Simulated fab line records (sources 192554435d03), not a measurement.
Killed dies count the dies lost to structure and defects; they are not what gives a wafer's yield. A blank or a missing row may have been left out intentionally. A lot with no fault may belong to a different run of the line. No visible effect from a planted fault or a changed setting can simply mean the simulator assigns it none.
Struck lot and sound lot, side by side | flow n5_finfet | 30 steps out of a route of 1938
Sound: these wafers, L707.4, L707.5, L707.6. Struck: wafers L721.3, L721.5, L721.6. The cause comes at the end.
At each step with rows: each side's tool, then ch and its chambers, then its first start. Under that, the readings that differ: sound wafers | struck wafers | difference of the means | sigmas: that difference in standard deviations of wafers without a fault.
alike: words and numbers the same on both sides, and readings whose means are apart by under 2 such deviations; not compared: readings that were withheld, readings missing a value for some wafer, numbers with overlapping values and no deviation given by the record, and bounds like >300 which may hide the same value.
Wherever a step has rows on one side only, a row that says differs or no value, or a row with sigmas, the two part there. When numbers do not overlap yet have no deviation, they are printed without sigmas and do not part them. A reading missing from all wafers of one side parts the sides only when that side holds two or more wafers.

N5_BEOL_M0_SAQP_INSPECT_16: inspects for defects (brightfield).
  sound on defect_inspect-02, day 7 00:37; struck on defect_inspect-01, day 10 07:16
  alike: raw_defect_count
then, 6 steps without rows for these wafers: N5_BEOL_M0_SAQP_DESCUM_19 (chemistry O2, time 7.9 s); N5_BEOL_M0_SAQP_ETCH_83 (etches SiARC in CF4, target depth 39 nm, time 65 s); N5_BEOL_M0_SAQP_ETCH_84 (etches SOC in N2/H2, target depth 100 nm, overetch 20 nm, time 150 s); N5_BEOL_M0_SAQP_STRIP_80 (strips in N2/H2); N5_BEOL_M0_SAQP_HM_OPEN_112 (chemistry CHF3/O2, target SiO2, stops on a-Si, target depth 12 nm, time 13.5 s); N5_BEOL_M0_SAQP_STRIP_113 (strips in CHF3/O2).
N5_BEOL_M0_SAQP_MANDREL_ETCH_20: etches a-Si in HBr/Cl2, stops on SiNx, target depth 60 nm, bt time 10 s, time 30 s.
  sound on rie_si-01 ch 0,2,3, day 7 00:56; struck on rie_si-03 ch 1,2,3, day 10 07:34
  alike: drypump_motor_current_A, oes_product_au, throttle_valve_pct
  not compared: rf_hours_counter_h
N5_BEOL_M0_SAQP_STRIP_86: strips in N2/H2.
  sound on rie_diel-02 ch 0,1,2, day 7 01:02; struck on rie_diel-03 ch 0,1, day 10 07:40
  alike: drypump_motor_current_A, oes_product_au, rf_vpp_V, showerhead_plenum_p_Torr, temp_c, throttle_valve_pct
  not compared: rf_hours_counter_h
then, 2 steps without rows for these wafers: N5_BEOL_M0_SAQP_STRIP_115 (strips in post etch residue remover, time 60 s); N5_BEOL_M0_SAQP_SRD_93 (time 30 s).
N5_BEOL_M0_SAQP_RECESS_114: chemistry HF/NH3, target SiO2, target depth 14.4 nm, afs cycles 3, sublimation time 60 s.
  sound on vapor_etch-01 ch 0,1, day 7 01:17; struck on vapor_etch-01 ch 0,1, day 10 07:55
  alike: drypump_motor_current_A, temp_c
N5_BEOL_M0_SAQP_SPACER1_ALD_98: deposits SiO2, target thk 12.8 nm, pulse time 1 s, purge time 2 s.
  sound on ald_sin-03 ch 2,3, day 7 01:33; struck on ald_sin-03 ch 0,1,3, day 10 08:11
  no value came back on the struck wafers for any of 5 readings (ald_cycles, chamber_pressure_Torr (Torr) and others); on the sound wafers ald_cycles reads 138 138 138
then, 1 step without rows for these wafers: N5_BEOL_M0_SAQP_SPACER1_ETCHBACK_99 (etches SiO2 in CHF3/O2, target depth 15.4 nm, time 7.7 s).
N5_BEOL_M0_SAQP_MANDREL1_REMOVE_100: chemistry HBr/Cl2/O2, target a-Si, stops on SiNx, bt time 10 s.
  sound on rie_si-05 ch 1,2,3, day 7 02:07; struck on rie_si-03 ch 2,3, day 10 08:45
  reading                       | sound          | struck       | difference | sigmas
  model.BEOL_M0_SAQP.cd_nm (nm) | 12.8 12.8 12.8 | 43 42.6 42.8 | +30        |
  alike: drypump_motor_current_A, oes_product_au, throttle_valve_pct
  not compared: rf_hours_counter_h
N5_BEOL_M0_SAQP_CD_MEAS_25 targets a cd of 13.1 nm.
  sound on cd_sem-01 ch 0, day 7 02:14; struck on cd_sem-02 ch 0, day 10 08:52
  reading    | sound             | struck | difference                    | sigmas
  cd_nm (nm) | 12.58 12.63 12.75 | - - -  | no value on the struck wafers |
then, 2 steps without rows for these wafers: N5_BEOL_M0_SAQP_ETCH_101 (etches SiNx in CH3F/O2, target depth 29.9 nm, time 42.7 s); N5_BEOL_M0_SAQP_ETCH_102 (etches SiO2 in CF4, target depth 4 nm, time 4.4 s).
N5_BEOL_M0_SAQP_MANDREL_ETCH_103: etches a-Si in HBr/Cl2, stops on SiCN, target depth 45 nm, bt time 10 s, time 27 s.
  sound on rie_si-03 ch 0,1, day 7 02:28; struck on rie_si-01 ch 0,1, day 10 09:02
  alike: drypump_motor_current_A, oes_product_au, throttle_valve_pct
  not compared: rf_hours_counter_h
N5_BEOL_M0_SAQP_RECESS_104: chemistry HF/NH3, target SiO2, target depth 18 nm, afs cycles 3, sublimation time 60 s.
  sound on vapor_etch-01 ch 0,1, day 7 02:40; struck on vapor_etch-02 ch 0,1, day 10 09:14
  alike: drypump_motor_current_A, temp_c
then, 7 steps without rows for these wafers: N5_BEOL_M0_SAQP_COAT_105 (time 60 s, resist thk 100 nm); N5_BEOL_M0_SAQP_ETCH_106 (etches SOC in N2/H2, stops on SiNx, target depth 150 nm); N5_BEOL_M0_SAQP_ETCH_107 (etches SiNx in CH3F/O2, target depth 30 nm); N5_BEOL_M0_SAQP_STRIP_108 (strips in N2/H2); N5_BEOL_M0_SAQP_RECESS_109 (chemistry HF/NH3, target SiO2, target depth 3 nm, afs cycles 1, sublimation time 60 s); N5_BEOL_M0_SAQP_SPACER2_ALD_26 (deposits SiO2, target thk 15 nm, pulse time 1 s, purge time 2 s); N5_BEOL_M0_SAQP_SPACER2_ETCHBACK_27 (etches SiO2 in CHF3/O2, target depth 22.5 nm, time 11.25 s).
N5_BEOL_M0_SAQP_MANDREL2_REMOVE_110: chemistry HBr/Cl2/O2, target a-Si, stops on SiCN, bt time 10 s.
  sound on rie_si-03 ch 0,2,3, day 7 03:56; struck on rie_si-03 ch 1,2, day 10 10:49
  reading                       | sound    | struck       | difference | sigmas
  model.BEOL_M0_SAQP.cd_nm (nm) | 15 15 15 | 44 43.8 43.6 | +29        |
  alike: drypump_motor_current_A, oes_product_au, throttle_valve_pct
  not compared: rf_hours_counter_h
N5_BEOL_M0_SAQP_CD_MEAS_29 targets a cd of 14.4 nm.
  sound on cd_sem-02 ch 0, day 7 04:03; struck on cd_sem-01 ch 0, day 10 10:56
  reading    | sound             | struck | difference                    | sigmas
  cd_nm (nm) | 14.73 14.81 14.74 | - - -  | no value on the struck wafers |
N5_BEOL_M4_RC_MEAS_101:
  the record has rows for the sound wafers here (prober-01 ch 0, day 8 23:05) and none for the struck ones

== WHERE THEY PART ==
Earliest at N5_BEOL_M0_SAQP_SPACER1_ALD_98; latest, in this record, at N5_BEOL_M4_RC_MEAS_101.

WHY: what had been put in by the simulator
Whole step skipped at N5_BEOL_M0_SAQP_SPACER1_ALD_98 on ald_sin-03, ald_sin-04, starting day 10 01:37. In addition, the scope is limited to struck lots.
